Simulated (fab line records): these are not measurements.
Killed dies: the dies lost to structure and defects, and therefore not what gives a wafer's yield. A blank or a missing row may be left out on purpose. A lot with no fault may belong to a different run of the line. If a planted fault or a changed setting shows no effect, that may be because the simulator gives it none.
Comparing a struck lot with a sound one    flow n5_finfet    15 out of 1938 route steps
Sound: the wafers L367.1, L367.5, L367.6. Struck: wafers L361.2, L361.3, L361.5. Last of all comes the cause.
At each step with rows: each side's tool, then ch and its chambers, then its first start. Under that, the readings that differ: sound wafers    struck wafers    difference of the means    sigmas: that difference in standard deviations of wafers without a fault.
alike: words and numbers the same on both sides, and readings whose means are apart by under 2 such deviations; not compared: readings that were withheld, readings missing a value for some wafer, numbers with overlapping values and no deviation given by the record, and bounds like >300 which may hide the same value.
Wherever a step has rows on one side only, a row that says differs or no value, or a row with sigmas, the two part there. When numbers do not overlap yet have no deviation, they are printed without sigmas and do not part them. A reading missing from all wafers of one side parts the sides only when that side holds two or more wafers.

first, 2 steps without rows for these wafers: N5_HKMG_FIN_DESCUM_53 (chemistry O2, time 7.9 s); N5_HKMG_FIN_ETCH_54 (etches SiARC in CF4, target depth 45.5 nm, time 75.8 s).
N5_HKMG_FIN_ETCH_55: etches SOC in N2/H2, target depth 240 nm, time 300 s.
  sound on rie_diel-06 ch 0,1, day 8 00:20; struck on rie_diel-06 ch 1,2,3, day 6 13:55
  alike: drypump_motor_current_A, n2_flow_sccm, oes_product_au, rf_vpp_V, showerhead_plenum_p_Torr, throttle_valve_pct
  not compared: rf_hours_counter_h
then, 1 step without rows for these wafers: N5_HKMG_FIN_STRIP_56 (strips in N2/H2).
N5_HKMG_FIN_STRIP_57: strips in CF4.
  sound on rie_diel-06 ch 0,1, day 8 00:31; struck on rie_diel-06 ch 1,2,3, day 6 14:06
  alike: drypump_motor_current_A, oes_product_au, rf_vpp_V, showerhead_plenum_p_Torr, throttle_valve_pct
  not compared: rf_hours_counter_h
N5_HKMG_FIN_ETCH_58: etches SOC in N2/H2, target depth 215.8 nm, time 741 s.
  sound on rie_diel-06 ch 0,1, day 8 00:32; struck on rie_diel-06 ch 1,2,3, day 6 14:07
  alike: drypump_motor_current_A, n2_flow_sccm, oes_product_au, rf_vpp_V, showerhead_plenum_p_Torr, throttle_valve_pct
  not compared: rf_hours_counter_h
then, 2 steps without rows for these wafers: N5_HKMG_FIN_STRIP_93 (strips SOC in N2/H2, time 20 s); N5_HKMG_FIN_WET_ETCH_76 (etches Al2O3 in dNH4OH, stops on La2O3, target depth 2.25 nm, rinse time 30 s).
N5_HKMG_FIN_STRIP_60: strips in N2/H2, time 360 s.
  sound on plasma_asher-01 ch 0,1, day 8 01:09; struck on plasma_asher-02 ch 0,1, day 6 14:42
  alike: drypump_motor_current_A, heater_power_w, n2_flow_sccm
  not compared: rf_hours_counter_h
then, 2 steps without rows for these wafers: N5_HKMG_FIN_WET_ETCH_77 (etches La2O3 in dHCl, stops on HfO2, target depth 2 nm); N5_HKMG_FIN_WET_ETCH_78 (etches Al2O3 in dNH4OH, stops on La2O3, target depth 4.5 nm, rinse time 30 s).
N5_HKMG_FIN_ALD_79: deposits TiN, target thk 1.5 nm, pulse time 1 s, purge time 3 s.
  sound on ald_metal-04 ch 0,1,2, day 8 01:38; struck on ald_metal-01 ch 0,2,3, day 6 15:11
  alike: heater_power_w, precursor_pulse_height_rel
N5_HKMG_FIN_CVD_62: deposits a-Si from Si2H6, target thk 3 nm, time 20.8 s.
  sound on thermal_cvd_si-02 ch 0,1, day 8 02:00; struck on thermal_cvd_si-02 ch 0,2, day 6 15:33
  no value came back on the struck wafers for chamber_pressure_Torr (Torr), heater_power_outer_w (W), heater_power_w (W); on the sound wafers chamber_pressure_Torr (Torr) reads 1.0012 1.0025 1.0016
then, 1 step without rows for these wafers: N5_HKMG_FIN_RTA_80 (time 2 s).
N5_PASSIVATION_PROBE_49:
  the record holds rows for the sound wafers here (prober-01, day 18 03:59) but none for the struck ones

== WHERE THEY PART ==
At N5_HKMG_FIN_CVD_62 first; at N5_PASSIVATION_PROBE_49 last (within this record only).

WHY: what had been put in by the simulator
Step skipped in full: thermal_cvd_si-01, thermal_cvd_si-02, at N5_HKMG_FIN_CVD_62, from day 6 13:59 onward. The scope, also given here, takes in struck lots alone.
